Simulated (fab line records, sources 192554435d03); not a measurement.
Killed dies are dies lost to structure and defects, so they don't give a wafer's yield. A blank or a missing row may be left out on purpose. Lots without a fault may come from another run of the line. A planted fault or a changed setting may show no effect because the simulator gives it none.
fab line records | flow n5_finfet
record lots=24 wafers=72 last_day=18
route steps=1938 shown DUMMY_GATE@249 SD_EPI_N@274 ILD0@340
lots that met no fault: from a run of the same line without faults
start_h: hours from the record's first day to the start of the lot's first wafer shown | wait_h: hours since the lot's step before | " the same as in the row above | L1.1+2: a row that stands for several wafers | - no value, or no start given | * or withheld: withheld | < > ~ a bound
route shown NAME@n: a module of which the file shows steps, and the number in the route of the first | usual: mean/standard deviation of fault-free wafers | same: alike in all rows | chamber/n: place in a boat | sites: the reading at each site | _std_site: their standard deviation | _edge_site: outer sites' mean less inner sites' | radius_mm: how far each site lies from the wafer's centre | mask NAME#n: copy n | behind: the tool/chamber that last shaped the wafer | hold: why the lot was held/for how many hours/how that ended | device: the transistor (n, p or np) that didn't switch | end of line: the same wafers' tests at the end of the route | a step without rows: its recipe alone | killed: dies lost to structure and defects at the first sort, not the wafer's yield | map: a wafer's dies, x killed, . not, _ none there
set.NAME: the setting as run; set.NAME@STEP: as run at that earlier step | model.NAME: the simulator's own value behind a step, which no gauge read
steps of the route over a sample of lots; a table a step, a row a wafer
services: from which hour (start_h, from the record's first day; less than 0 if before it) a tool's chamber was out of use, for how many hours, and why
## steps
# step N5_DUMMY_GATE_CD_MEAS_24
# recipe target_cd_nm=15
# usual cd_nm=14.9/0.58
# columns lot.wafer tool chamber start_h wait_h cd_nm
L074.3 cd_sem-03 - 49.23 0.1 14.8
L074.5 " - " " 14.9
L074.6 " - " " 14.8
L075.2 cd_sem-03 - 55.78 0.1 14.2
L075.4 " - " " 14.8
L075.6 " - " " 15.0
L076.1 cd_sem-02 - 59.97 0.1 14.2
L076.4 " - " " 13.9
L076.5 " - " " 14.4
L077.1 cd_sem-01 - 65.27 0.1 14.2
L077.4 " - " " 15.5
L077.6 " - " " 14.0
L078.1 cd_sem-01 - 73.65 0.1 16.0
L078.5 " - " " 15.0
L078.6 " - " " 15.2
L079.1 cd_sem-02 - 77.39 0.1 14.9
L079.2 " - " " 15.2
L079.3 " - " " 15.3
L080.1 cd_sem-01 - 85.37 0.1 14.6
L080.3 " - " " 14.8
L080.6 " - " " 15.1
L081.1 cd_sem-02 - 90.45 0.1 15.8
L081.2 " - " " 15.6
L081.5 " - " " 15.4
L082.3 cd_sem-03 - 97.67 0.1 15.1
L082.4 " - " " 15.1
L082.6 " - " " 14.9
L083.2 cd_sem-01 - 101.61 0.1 14.6
L083.4 " - " " 16.0
L083.6 " - " " 14.9
L084.2 cd_sem-01 - 107.72 0.1 13.9
L084.3 " - " " 14.6
L084.4 " - " " 15.0
L085.1 cd_sem-01 - 116.01 0.1 13.8
L085.2 " - " " 14.6
L085.5 " - " " 14.3
L086.2 cd_sem-03 - 120.75 0.1 15.8
L086.3 " - " " 14.9
L086.5 " - " " 15.3
L087.1 cd_sem-01 - 125.27 0.1 14.4
L087.4 " - " " 14.8
L087.5 " - " " 14.4
L088.2 cd_sem-02 - 133.30 0.1 14.0
L088.4 " - " " 15.2
L088.5 " - " " 14.8
L089.1 cd_sem-01 - 138.29 0.1 15.6
L089.5 " - " " 14.2
L089.6 " - " " 15.2
L090.3 cd_sem-03 - 144.79 0.1 15.7
L090.4 " - " " 14.5
L090.6 " - " " 15.3
L091.1 cd_sem-01 - 149.09 0.1 15.9
L091.5 " - " " 15.2
L091.6 " - " " 14.8
L092.1 cd_sem-03 - 155.26 0.1 15.3
L092.3 " - " " 15.1
L092.4 " - " " 16.9
L093.1 cd_sem-02 - 164.48 0.1 15.1
L093.4 " - " " 14.6
L093.6 " - " " 14.6
L094.2 cd_sem-01 - 169.09 0.1 14.4
L094.4 " - " " 14.8
L094.5 " - " " 15.5
L095.3 cd_sem-01 - 175.96 0.1 14.6
L095.5 " - " " 14.5
L095.6 " - " " 14.3
L096.1 cd_sem-02 - 179.88 0.1 15.5
L096.4 " - " " 15.5
L096.5 " - " " 15.0
L097.1 cd_sem-02 - 186.45 0.1 15.1
L097.5 " - " " 15.2
L097.6 " - " " 15.1
# step N5_SD_EPI_N_ETCH_34
# recipe chemistry=CF4 target=SiARC target_depth_a=455 mask_material=CAR-ArF-block time_s=75.8 ion_energy_ev=80 pressure_mtorr=40 source_w=545 bias_w=36 Ar_flow_sccm=100 cf4_flow_sccm=100 ends=cleared
# usual drypump_motor_current_A=5.7/0.43 etch_rf_on_time_s=75.6/2.3 oes_product_au=0.65/0.076 rf_fwd_power_W=538.8/2.1 rf_vpp_V=183.6/1.1 showerhead_plenum_p_Torr=2.10/0.071 throttle_valve_pct=15.58/0.26
# columns lot.wafer tool chamber start_h wait_h drypump_motor_current_A etch_rf_on_time_s oes_product_au rf_fwd_power_W rf_hours_counter_h rf_vpp_V showerhead_plenum_p_Torr throttle_valve_pct
L074.3 rie_diel-04 3 51.09 0.0 5.4 75.0 0.60 540.8 249 184.1 2.10 15.58
L074.5 " 3 " " 5.3 75.3 0.60 542.6 - 184.0 2.10 15.60
L074.6 " 0 " " 5.6 75.4 0.61 536.7 - 182.4 2.05 15.50
L075.2 rie_diel-05 3 57.16 0.0 5.6 77.5 0.58 540.8 228 182.8 2.13 15.88
L075.4 " 2 " " 5.1 79.0 0.62 539.7 - 185.4 2.25 15.56
L075.6 " 3 " " 5.6 77.1 0.58 540.2 - 184.3 2.13 15.87
L076.1 rie_diel-06 0 61.57 0.0 6.6 77.2 0.61 539.0 211 184.2 2.14 15.99
L076.4 " 2 " " 5.5 76.7 0.63 537.6 154 183.0 2.04 15.59
L076.5 " 1 " " 6.0 71.1 0.63 539.7 - 184.1 2.12 15.90
L077.1 rie_diel-06 2 67.00 0.0 5.4 76.0 0.64 540.4 155 181.4 2.04 15.61
L077.4 " 3 " " 6.5 69.1 0.85 540.8 11 183.3 2.07 15.23
L077.6 " 0 " " 6.6 76.5 0.62 538.4 - 183.7 2.14 16.00
L078.1 rie_diel-04 1 75.18 0.0 5.2 76.1 0.63 540.0 152 184.1 2.06 15.30
L078.5 " 1 " " 5.2 76.5 0.63 536.7 - 182.8 2.06 15.31
L078.6 " 2 " " 5.8 76.5 0.64 535.7 - 185.7 2.22 15.67
L079.1 rie_diel-04 1 78.80 0.0 5.3 76.7 0.63 538.9 153 183.9 2.06 15.31
L079.2 " 2 " " 5.8 75.8 0.65 537.0 147 184.8 2.22 15.66
L079.3 " 0 " " 5.6 76.5 0.60 539.2 204 183.9 2.05 15.53
L080.1 rie_diel-04 3 86.88 0.0 5.4 72.8 0.86 540.7 1 183.8 2.10 15.08
L080.3 " 1 " " 5.2 76.7 0.64 537.2 157 184.1 2.06 15.32
L080.6 " 2 " " 5.8 75.0 0.64 539.1 - 184.0 2.21 15.65
L081.1 rie_diel-04 2 91.86 0.0 5.8 76.9 0.64 537.0 153 185.4 2.21 15.67
L081.2 " 1 " " 5.3 77.1 0.63 538.6 159 182.6 2.06 15.34
L081.5 " 0 " " 5.6 76.9 0.60 538.2 - 183.1 2.05 15.54
L082.3 rie_diel-05 3 99.84 0.0 5.6 76.4 0.58 536.2 243 183.9 2.12 15.90
L082.4 " 0 " " 5.7 76.5 0.60 539.2 211 182.3 2.04 15.82
L082.6 " 1 " " 6.1 73.7 0.80 538.4 - 182.7 2.11 15.19
L083.2 rie_diel-05 1 103.02 0.0 6.1 73.1 0.79 533.3 14 184.1 2.11 15.20
L083.4 " 2 " " 5.1 78.2 0.62 541.0 182 185.6 2.24 15.59
L083.6 " 0 " " 5.7 76.0 0.60 538.6 - 182.8 2.04 15.82
L084.2 rie_diel-06 1 109.10 0.0 6.0 71.3 0.62 538.0 208 184.3 2.11 15.95
L084.3 " 2 " " 5.5 76.7 0.62 539.9 169 182.9 2.03 15.64
L084.4 " 3 " " 6.5 69.8 0.81 540.0 - 183.9 2.07 15.29
L085.1 rie_diel-06 1 117.45 0.0 6.0 71.4 0.62 538.0 212 183.0 2.11 15.94
L085.2 " 3 " " 6.4 70.6 0.80 543.5 31 183.9 2.07 15.29
L085.5 " 2 " " 5.4 77.6 0.62 541.5 - 181.9 2.03 15.63
L086.2 rie_diel-04 0 122.17 0.0 5.6 77.7 0.59 539.8 219 182.9 2.04 15.56
L086.3 " 2 " " 5.8 77.7 0.63 534.9 161 184.1 2.21 15.68
L086.5 " 1 " " 5.2 78.4 0.62 539.2 - 182.6 2.06 15.34
L087.1 rie_diel-04 3 126.56 0.0 5.3 75.0 0.79 542.9 14 183.0 2.10 15.10
L087.4 " 0 " " 5.6 76.5 0.59 539.0 221 183.7 2.04 15.55
L087.5 " 1 " " 5.2 78.0 0.62 539.9 - 182.4 2.06 15.35
L088.2 rie_diel-05 0 134.62 0.0 5.7 74.1 0.60 540.2 225 182.0 2.04 15.84
L088.4 " 1 " " 6.0 73.1 0.77 536.5 - 182.1 2.10 15.19
L088.5 " 2 " " 5.1 76.8 0.61 536.4 - 183.6 2.24 15.58
L089.1 rie_diel-05 1 139.60 0.0 6.0 74.0 0.76 534.1 28 182.5 2.10 15.20
L089.5 " 1 " " 6.1 74.7 0.76 534.3 - 183.1 2.10 15.22
L089.6 " 0 " " 5.7 75.0 0.60 538.6 - 183.0 2.03 15.83
L090.3 rie_diel-05 2 146.19 0.0 5.1 77.3 0.61 539.4 195 184.8 2.24 15.61
L090.4 " 0 " " 5.7 74.9 0.59 536.6 - 184.2 2.03 15.85
L090.6 " 1 " " 6.1 73.8 0.76 533.8 - 184.2 2.10 15.21
L091.1 rie_diel-05 0 151.24 0.0 5.7 75.3 0.58 538.7 232 183.4 2.03 15.85
L091.5 " 2 " " 5.1 78.0 0.60 542.0 - 185.3 2.24 15.61
L091.6 " 0 " " 5.7 75.5 0.59 539.8 - 183.0 2.03 15.85
L092.1 rie_diel-05 1 158.64 0.0 6.1 74.1 0.74 537.0 37 182.5 2.10 15.24
L092.3 " 2 " " 5.1 78.6 0.60 540.0 201 185.3 2.23 15.61
L092.4 " 1 " " 6.1 74.1 0.74 534.1 - 183.8 2.10 15.23
L093.1 rie_diel-04 3 165.90 0.0 5.3 74.4 0.77 540.5 27 183.1 2.09 15.14
L093.4 " 0 " " 5.6 76.4 0.58 539.1 235 183.7 2.04 15.59
L093.6 " 1 " " 5.2 77.6 0.61 537.6 - 183.3 2.05 15.37
L094.2 rie_diel-06 1 170.74 0.0 6.0 72.6 0.61 541.7 232 183.8 2.11 15.98
L094.4 " 0 " " 6.6 77.0 0.60 539.6 240 184.6 2.13 16.04
L094.5 " 3 " " 6.4 70.9 0.77 539.8 - 182.7 2.06 15.31
L095.3 rie_diel-06 0 177.91 0.0 6.7 78.1 0.59 542.8 244 183.1 2.13 16.05
L095.5 " 2 " " 5.4 78.2 0.60 539.0 - 182.8 2.02 15.69
L095.6 " 1 " " 6.0 72.8 0.60 539.4 - 183.7 2.10 15.99
L096.1 rie_diel-04 0 181.62 0.0 5.6 75.6 0.59 539.1 241 181.2 2.04 15.61
L096.4 " 1 " " 5.2 77.3 0.61 540.5 188 183.4 2.05 15.39
L096.5 " 1 " " 5.2 77.4 0.61 538.7 - 184.0 2.05 15.37
L097.1 rie_diel-05 0 188.53 0.0 5.7 76.6 0.57 538.9 250 183.4 2.03 15.88
L097.5 " 0 " " 5.7 76.4 0.57 541.1 - 182.5 2.03 15.88
L097.6 " 2 " " 5.1 78.4 0.59 541.0 - 185.2 2.23 15.64
# step N5_SD_EPI_N_ETCHBACK_44
# recipe chemistry=CH3F/O2 mode=anisotropic_etchback target=SiNx target_depth_a=145 stop_on=SiO2 over_etch_frac=0.3 ion_energy_ev=120 pressure_mtorr=30 source_w=395 bias_w=73 Ar_flow_sccm=150 CH3F_flow_sccm=30 O2_flow_sccm=20
# usual drypump_motor_current_A=5.7/0.43 oes_ar_750_au=0.76/0.086 oes_product_au=0.65/0.067 rf_fwd_power_W=393.0/1.3 rf_vpp_V=294/6 showerhead_plenum_p_Torr=1.96/0.067 throttle_valve_pct=16.31/0.26
# columns lot.wafer tool chamber start_h wait_h drypump_motor_current_A oes_ar_750_au oes_product_au rf_fwd_power_W rf_hours_counter_h rf_vpp_V showerhead_plenum_p_Torr throttle_valve_pct
L074.3 rie_diel-04 3 51.47 0.0 5.4 0.71 0.59 394.3 249 294 1.98 16.40
L074.5 " 3 " " 5.4 0.71 0.59 393.4 - 295 1.98 16.40
L074.6 " 0 " " 5.6 0.73 0.61 393.9 - 291 1.92 16.27
L075.2 rie_diel-05 3 57.54 0.0 5.6 0.70 0.59 392.9 228 287 1.99 16.65
L075.4 " 2 " " 5.1 0.74 0.64 390.7 - 295 2.10 16.24
L075.6 " 3 " " 5.6 0.70 0.59 394.0 - 285 1.99 16.63
L076.1 rie_diel-06 0 61.95 0.0 6.6 0.74 0.61 394.1 212 295 1.99 16.67
L076.4 " 2 " " 5.4 0.74 0.64 392.9 154 309 1.89 16.31
L076.5 " 1 " " 6.0 0.73 0.62 391.4 - 298 1.97 16.57
L077.1 rie_diel-06 2 67.38 0.0 5.4 0.73 0.64 393.9 155 308 1.89 16.30
L077.4 " 3 " " 6.5 0.98 0.80 394.6 11 282 1.93 15.98
L077.6 " 0 " " 6.6 0.73 0.61 393.7 - 292 1.99 16.66
L078.1 rie_diel-04 1 75.56 0.0 5.2 0.75 0.64 391.8 152 292 1.91 15.95
L078.5 " 1 " " 5.2 0.74 0.64 391.8 - 293 1.91 15.94
L078.6 " 2 " " 5.8 0.76 0.65 393.9 - 292 2.07 16.38
L079.1 rie_diel-04 1 79.18 0.0 5.2 0.74 0.64 392.0 153 294 1.91 15.96
L079.2 " 2 " " 5.8 0.76 0.65 392.5 147 291 2.07 16.40
L079.3 " 0 " " 5.7 0.71 0.60 393.8 204 290 1.92 16.29
L080.1 rie_diel-04 3 87.26 0.0 5.4 1.00 0.84 393.0 1 294 1.98 15.94
L080.3 " 1 " " 5.2 0.74 0.63 393.7 157 292 1.91 15.96
L080.6 " 2 " " 5.8 0.76 0.64 389.8 - 289 2.07 16.40
L081.1 rie_diel-04 2 92.25 0.0 5.8 0.76 0.64 394.0 153 292 2.07 16.41
L081.2 " 1 " " 5.2 0.74 0.64 394.6 159 292 1.91 15.95
L081.5 " 0 " " 5.6 0.71 0.60 391.2 - 294 1.92 16.31
L082.3 rie_diel-05 3 100.22 0.0 5.6 0.69 0.59 393.1 243 285 1.99 16.66
L082.4 " 0 " " 5.7 0.70 0.60 394.6 211 303 1.91 16.61
L082.6 " 1 " " 6.0 0.92 0.78 392.4 - 294 1.98 16.02
L083.2 rie_diel-05 1 103.40 0.0 6.0 0.92 0.78 390.5 14 295 1.98 16.00
L083.4 " 2 " " 5.1 0.74 0.63 392.5 182 295 2.09 16.28
L083.6 " 0 " " 5.7 0.69 0.60 394.7 - 302 1.91 16.62
L084.2 rie_diel-06 1 109.48 0.0 6.0 0.72 0.61 392.9 208 299 1.96 16.61
L084.3 " 2 " " 5.4 0.73 0.64 394.9 170 309 1.89 16.34
L084.4 " 3 " " 6.4 0.94 0.78 392.7 - 283 1.93 16.02
L085.1 rie_diel-06 1 117.83 0.0 6.0 0.71 0.60 392.1 212 301 1.96 16.62
L085.2 " 3 " " 6.5 0.93 0.77 393.1 31 283 1.93 16.02
L085.5 " 2 " " 5.4 0.72 0.63 390.6 - 307 1.89 16.33
L086.2 rie_diel-04 0 122.55 0.0 5.6 0.71 0.60 392.3 219 291 1.91 16.34
L086.3 " 2 " " 5.8 0.75 0.64 393.8 161 290 2.07 16.42
L086.5 " 1 " " 5.2 0.73 0.63 393.4 - 293 1.90 15.98
L087.1 rie_diel-04 3 126.94 0.0 5.4 0.94 0.79 392.3 14 295 1.97 15.92
L087.4 " 0 " " 5.6 0.70 0.60 392.1 221 291 1.91 16.33
L087.5 " 1 " " 5.2 0.73 0.63 392.0 - 291 1.90 15.98
L088.2 rie_diel-05 0 135.00 0.0 5.7 0.69 0.59 394.2 225 303 1.91 16.63
L088.4 " 1 " " 6.0 0.90 0.75 392.0 - 295 1.97 16.06
L088.5 " 2 " " 5.1 0.74 0.62 391.9 - 294 2.09 16.30
L089.1 rie_diel-05 1 139.98 0.0 6.1 0.89 0.75 393.0 29 293 1.97 16.02
L089.5 " 1 " " 6.1 0.88 0.76 392.7 - 294 1.97 16.05
L089.6 " 0 " " 5.7 0.70 0.60 394.3 - 303 1.91 16.63
L090.3 rie_diel-05 2 146.57 0.0 5.1 0.73 0.62 393.1 195 295 2.09 16.30
L090.4 " 0 " " 5.7 0.70 0.59 393.3 - 303 1.90 16.65
L090.6 " 1 " " 6.1 0.89 0.74 390.9 - 294 1.97 16.05
L091.1 rie_diel-05 0 151.62 0.0 5.8 0.68 0.59 391.3 232 303 1.90 16.64
L091.5 " 2 " " 5.1 0.73 0.62 393.6 - 295 2.09 16.30
L091.6 " 0 " " 5.7 0.69 0.60 392.7 - 302 1.90 16.63
L092.1 rie_diel-05 1 159.02 0.0 6.1 0.87 0.74 393.3 38 294 1.97 16.06
L092.3 " 2 " " 5.1 0.72 0.62 393.4 201 293 2.08 16.29
L092.4 " 1 " " 6.1 0.87 0.73 391.4 - 295 1.97 16.07
L093.1 rie_diel-04 3 166.28 0.0 5.3 0.91 0.76 393.3 28 297 1.97 15.97
L093.4 " 0 " " 5.6 0.70 0.60 393.9 235 292 1.91 16.36
L093.6 " 1 " " 5.2 0.72 0.62 392.1 - 293 1.90 16.02
L094.2 rie_diel-06 1 171.12 0.0 6.0 0.70 0.59 392.7 232 299 1.96 16.65
L094.4 " 0 " " 6.6 0.71 0.60 392.8 240 293 1.98 16.71
L094.5 " 3 " " 6.4 0.89 0.74 397.1 - 283 1.92 16.04
L095.3 rie_diel-06 0 178.29 0.0 6.6 0.71 0.60 392.8 244 292 1.98 16.72
L095.5 " 2 " " 5.5 0.70 0.61 394.3 - 308 1.88 16.38
L095.6 " 1 " " 6.0 0.70 0.59 392.1 - 298 1.95 16.66
L096.1 rie_diel-04 0 182.00 0.0 5.6 0.69 0.59 390.6 241 291 1.91 16.38
L096.4 " 1 " " 5.2 0.72 0.61 392.4 188 291 1.90 16.02
L096.5 " 1 " " 5.2 0.72 0.62 390.7 - 292 1.90 16.00
L097.1 rie_diel-05 0 189.10 0.0 5.7 0.68 0.58 394.8 250 303 1.90 16.70
L097.5 " 0 " " 5.7 0.67 0.58 393.2 - 302 1.90 16.68
L097.6 " 2 " " 5.1 0.72 0.61 392.6 - 295 2.08 16.33
# step N5_SD_EPI_N_STRIP_38
# recipe chemistry=N2/H2 power_w=1000 temp_c=250 h2_frac=0.65 overash_fraction=0.3 pressure_mtorr=withheld n2_flow_sccm=1750 h2_flow_sccm=3250
# usual drypump_motor_current_A=5.78/0.29 heater_power_w=337/32 oes_product_au=0.761/0.011
# columns lot.wafer tool chamber start_h wait_h drypump_motor_current_A heater_power_w oes_product_au rf_hours_counter_h
L074.3 plasma_asher-01 1 51.85 0.1 5.46 302 0.787 -
L074.5 " 1 " " 5.45 302 0.752 -
L074.6 " 0 " " 6.23 378 0.753 -
L075.2 plasma_asher-01 0 57.91 0.1 6.25 374 0.759 87
L075.4 " 1 " " 5.46 301 0.773 -
L075.6 " 0 " " 6.22 377 0.768 -
L076.1 plasma_asher-01 0 62.32 0.1 6.23 379 0.752 88
L076.4 " 0 " " 6.24 384 0.748 -
L076.5 " 1 " " 5.46 307 0.758 -
L077.1 plasma_asher-01 0 67.74 0.1 6.23 374 0.756 89
L077.4 " 0 " " 6.24 365 0.761 -
L077.6 " 0 " " 6.24 382 0.747 -
L078.1 plasma_asher-02 1 75.93 0.1 5.62 353 0.757 35
L078.5 " 1 " " 5.63 366 0.743 -
L078.6 " 0 " " 5.82 311 0.775 -
L079.1 plasma_asher-02 0 79.54 0.1 5.82 306 0.772 36
L079.2 " 1 " " 5.63 355 0.757 36
L079.3 " 0 " " 5.82 306 0.770 -
L080.1 plasma_asher-02 0 87.62 0.1 5.81 312 0.753 38
L080.3 " 0 " " 5.80 307 0.756 -
L080.6 " 0 " " 5.83 308 0.739 -
L081.1 plasma_asher-01 1 92.61 0.1 5.44 308 0.755 95
L081.2 " 0 " " 6.25 364 0.756 95
L081.5 " 0 " " 6.22 374 0.748 -
L082.3 plasma_asher-02 1 100.61 0.1 5.63 363 0.760 -
L082.4 " 0 " " 5.79 303 0.736 -
L082.6 " 1 " " 5.62 363 0.768 -
L083.2 plasma_asher-02 0 103.77 0.1 5.82 304 0.758 40
L083.4 " 0 " " 5.79 309 0.789 -
L083.6 " 0 " " 5.80 311 0.745 -
L084.2 plasma_asher-01 1 109.84 0.1 5.46 304 0.752 98
L084.3 " 1 " " 5.47 305 0.761 -
L084.4 " 0 " " 6.23 374 0.766 -
L085.1 plasma_asher-02 1 118.20 0.1 5.63 359 0.752 43
L085.2 " 0 " " 5.81 314 0.749 43
L085.5 " 1 " " 5.62 351 0.746 -
L086.2 plasma_asher-01 0 122.92 0.1 6.22 371 0.763 101
L086.3 " 1 " " 5.46 303 0.756 -
L086.5 " 0 " " 6.19 380 0.758 -
L087.1 plasma_asher-02 0 127.30 0.1 5.80 305 0.763 45
L087.4 " 1 " " 5.59 360 0.755 -
L087.5 " 0 " " 5.80 320 0.765 -
L088.2 plasma_asher-01 0 135.36 0.1 6.22 382 0.764 104
L088.4 " 1 " " 5.47 309 0.768 -
L088.5 " 1 " " 5.47 301 0.755 -
L089.1 plasma_asher-02 0 140.34 0.1 5.79 305 0.753 47
L089.5 " 1 " " 5.63 362 0.756 -
L089.6 " 0 " " 5.86 304 0.757 -
L090.3 plasma_asher-02 0 146.96 0.1 5.81 306 0.742 -
L090.4 " 1 " " 5.62 355 0.770 -
L090.6 " 0 " " 5.82 309 0.745 -
L091.1 plasma_asher-02 1 152.47 0.1 5.60 359 0.754 50
L091.5 " 0 " " 5.80 302 0.747 -
L091.6 " 1 " " 5.61 359 0.768 -
L092.1 plasma_asher-01 0 159.39 0.1 6.21 378 0.760 106
L092.3 " 1 " " 5.48 305 0.753 -
L092.4 " 0 " " 6.22 377 0.761 -
L093.1 plasma_asher-02 1 166.64 0.1 5.61 367 0.745 54
L093.4 " 0 " " 5.76 307 0.765 -
L093.6 " 1 " " 5.62 352 0.752 -
L094.2 plasma_asher-01 1 171.49 0.1 5.46 304 0.745 108
L094.4 " 1 " " 5.48 302 0.768 -
L094.5 " 0 " " 6.24 372 0.766 -
L095.3 plasma_asher-02 1 178.67 0.1 5.61 353 0.761 -
L095.5 " 1 " " 5.62 366 0.783 -
L095.6 " 0 " " 5.77 311 0.766 -
L096.1 plasma_asher-01 0 182.37 0.1 6.22 387 0.771 111
L096.4 " 1 " " 5.45 306 0.758 -
L096.5 " 1 " " 5.47 303 0.768 -
L097.1 plasma_asher-01 0 189.64 0.1 6.20 368 0.773 112
L097.5 " 0 " " 6.23 374 0.763 -
L097.6 " 1 " " 5.47 306 0.757 -
# step N5_ILD0_CMP_07
# recipe stop_on=poly-Si material=SiO2_flowable t_overpolish_s=1.18 post_cmp_clean=alkaline_brush down_force_psi=4.1491 platen_rpm=51.796 pad_velocity_m_s=1.0306 target_thk_nm=138.88
# usual motor_current_A=12.5/1.4 pad_life_wafers=1064/620
# same t_overpolish_s=1.18
# columns lot.wafer tool chamber start_h wait_h motor_current_A pad_life_wafers
L074.3 cmp-04 3 63.45 0.1 11.9 1671
L074.5 " 0 " " 12.3 -
L074.6 " 1 " " 12.9 -
L075.4 cmp-02 1 69.24 0.0 12.4 114
L075.2 " 2 " " 13.8 115
L075.6 " 2 " " 14.2 -
L076.1 cmp-02 3 73.18 0.0 14.6 150
L076.4 " 1 " " 12.7 152
L076.5 " 3 " " 14.7 -
L077.4 cmp-04 3 79.20 0.0 11.4 1830
L077.1 " 2 " " 12.8 1833
L077.6 " 3 " " 13.1 -
L078.1 cmp-01 3 88.90 0.1 11.0 1237
L078.5 " 2 " " 11.2 -
L078.6 " 3 " " 11.0 -
L079.3 cmp-01 1 93.67 0.1 10.1 1267
L079.2 " 2 " " 11.3 1268
L079.1 " 3 " " 11.3 1269
L080.3 cmp-02 3 99.46 0.1 14.9 373
L080.1 " 0 " " 13.9 374
L080.6 " 3 " " 15.0 -
L081.1 cmp-01 1 105.82 0.1 10.1 1387
L081.2 " 3 " " 10.4 1389
L081.5 " 0 " " 11.6 -
L082.4 cmp-02 1 114.09 0.1 13.0 482
L082.3 " 2 " " 13.8 483
L082.6 " 0 " " 13.2 -
L083.4 cmp-01 3 115.60 0.1 11.2 1465
L083.2 " 0 " " 12.3 1466
L083.6 " 2 " " 11.5 -
L084.2 cmp-02 3 121.15 0.0 15.3 534
L084.3 " 0 " " 13.2 535
L084.4 " 1 " " 13.2 536
L085.2 cmp-02 0 129.06 0.0 13.5 624
L085.1 " 1 " " 12.8 625
L085.5 " 0 " " 13.4 -
L086.3 cmp-01 3 134.08 0.1 11.6 1549
L086.2 " 0 " " 11.6 1550
L086.5 " 3 " " 11.8 -
L087.1 cmp-04 2 139.14 0.1 12.6 290
L087.4 " 3 " " 12.2 291
L087.5 " 1 " " 12.0 -
L088.2 cmp-04 2 146.32 0.0 12.5 354
L088.4 " 1 " " 12.2 357
L088.5 " 3 " " 12.5 -
L089.1 cmp-04 0 153.20 0.1 12.8 405
L089.5 " 1 " " 11.5 -
L089.6 " 2 " " 12.2 -
L090.4 cmp-01 3 159.47 0.0 11.2 1758
L090.3 " 1 " " 11.0 1760
L090.6 " 3 " " 11.9 -
L091.1 cmp-02 3 165.32 0.1 15.8 891
L091.6 " 0 " " 13.6 -
L091.5 " 1 " " 12.6 -
L092.4 cmp-02 2 170.96 0.0 14.0 924
L092.1 " 3 " " 14.9 925
L092.3 " 1 " " 12.4 927
L093.1 cmp-02 1 178.02 0.0 13.4 990
L093.4 " 0 " " 14.3 993
L093.6 " 1 " " 12.4 -
L094.2 cmp-01 2 183.04 0.1 10.8 1958
L094.4 " 3 " " 11.4 1959
L094.5 " 1 " " 11.0 -
L095.3 cmp-01 1 190.08 0.1 10.8 2013
L095.5 " 2 " " 11.3 -
L095.6 " 3 " " 10.9 -
L096.1 cmp-01 3 196.39 0.0 10.8 2064
L096.4 " 0 " " 11.3 2065
L096.5 " 3 " " 11.1 -
L097.1 cmp-02 0 202.88 0.1 13.5 1189
L097.6 " 3 " " 14.9 -
L097.5 " 0 " " 13.3 -
# step N5_ILD0_THK_MEAS_13
# usual thk_nm=18.6/1
# columns lot.wafer tool chamber start_h wait_h thk_nm
L074.3 film_metro-02 - 66.85 - 18.4
L074.5 " - " " 17.1
L074.6 " - " " 17.4
L075.2 film_metro-02 - 72.75 - 18.3
L075.4 " - " " 17.4
L075.6 " - " " 18.0
L076.1 film_metro-02 - 76.69 - 19.8
L076.4 " - " " 18.0
L076.5 " - " " 19.0
L077.1 film_metro-01 - 82.72 - 17.5
L077.4 " - " " 16.3
L077.6 " - " " 18.4
L078.1 film_metro-01 - 92.39 - 20.0
L078.5 " - " " 18.7
L078.6 " - " " 19.8
L079.1 film_metro-01 - 97.47 - 19.9
L079.2 " - " " 21.5
L079.3 " - " " 19.9
L080.1 film_metro-01 - 103.11 - 18.7
L080.3 " - " " 17.7
L080.6 " - " " 18.3
L081.1 film_metro-01 - 109.29 - 19.9
L081.2 " - " " 20.0
L081.5 " - " " 19.3
L082.3 film_metro-02 - 117.52 - 18.5
L082.4 " - " " 18.6
L082.6 " - " " 19.1
L083.2 film_metro-01 - 119.07 - 18.4
L083.4 " - " " 18.2
L083.6 " - " " 17.4
L084.2 film_metro-02 - 124.75 - 17.4
L084.3 " - " " 17.6
L084.4 " - " " 16.9
L085.1 film_metro-02 - 132.56 - 19.3
L085.2 " - " " 18.7
L085.5 " - " " 17.8
L086.2 film_metro-01 - 137.56 - 17.7
L086.3 " - " " 17.9
L086.5 " - " " 17.8
L087.1 film_metro-01 - 142.57 - 19.3
L087.4 " - " " 19.0
L087.5 " - " " 18.6
L088.2 film_metro-01 - 149.88 - 19.4
L088.4 " - " " 19.5
L088.5 " - " " 20.1
L089.1 film_metro-02 - 157.37 - 18.4
L089.5 " - " " 18.5
L089.6 " - " " 18.2
L090.3 film_metro-02 - 163.07 - 19.2
L090.4 " - " " 18.9
L090.6 " - " " 19.1
L091.1 film_metro-02 - 168.74 - 19.9
L091.5 " - " " 19.9
L091.6 " - " " 19.0
L092.1 film_metro-01 - 174.46 - 17.4
L092.3 " - " " 18.0
L092.4 " - " " 18.1
L093.1 film_metro-02 - 181.54 - 19.3
L093.4 " - " " 20.4
L093.6 " - " " 19.3
L094.2 film_metro-02 - 188.62 - 16.1
L094.4 " - " " 19.0
L094.5 " - " " 17.1
L095.3 film_metro-02 - 193.60 - 18.0
L095.5 " - " " 18.3
L095.6 " - " " 18.2
L096.1 film_metro-01 - 200.06 - 19.2
L096.4 " - " " 18.1
L096.5 " - " " 18.6
L097.1 film_metro-01 - 206.42 - 18.8
L097.5 " - " " 19.5
L097.6 " - " " 19.8
## services
# columns tool chamber start_h hours kind
rie_diel-04 - 29.97 0.6 repair
rie_diel-05 1 31.04 - clean
rie_diel-05 1 31.04 - consumable_replace:focus_ring
rie_diel-05 1 31.04 33.0 scheduled_down
cmp-02 - 36.31 2.3 repair
rie_diel-05 3 46.35 2.7 repair
cmp-02 - 50.19 1.1 repair
cmp-02 - 54.90 4.0 pm
rie_diel-06 - 59.51 0.8 repair
rie_diel-05 2 59.86 3.2 repair
cmp-01 - 62.05 0.9 repair
rie_diel-05 - 63.26 0.9 repair
plasma_asher-01 - 75.48 0.7 repair
rie_diel-05 2 90.55 4.2 repair
cmp-04 - 103.02 4.0 pm
rie_diel-06 0 107.86 29.5 repair
rie_diel-05 2 112.56 7.4 repair
cmp-01 - 118.43 9.1 pm
rie_diel-04 2 130.36 10.1 repair
rie_diel-05 3 134.08 65.0 repair
plasma_asher-01 - 149.21 9.0 repair
plasma_asher-02 - 150.35 2.0 repair
rie_diel-05 1 183.09 9.7 repair
cmp-01 - 199.59 4.0 pm
## key
fault none
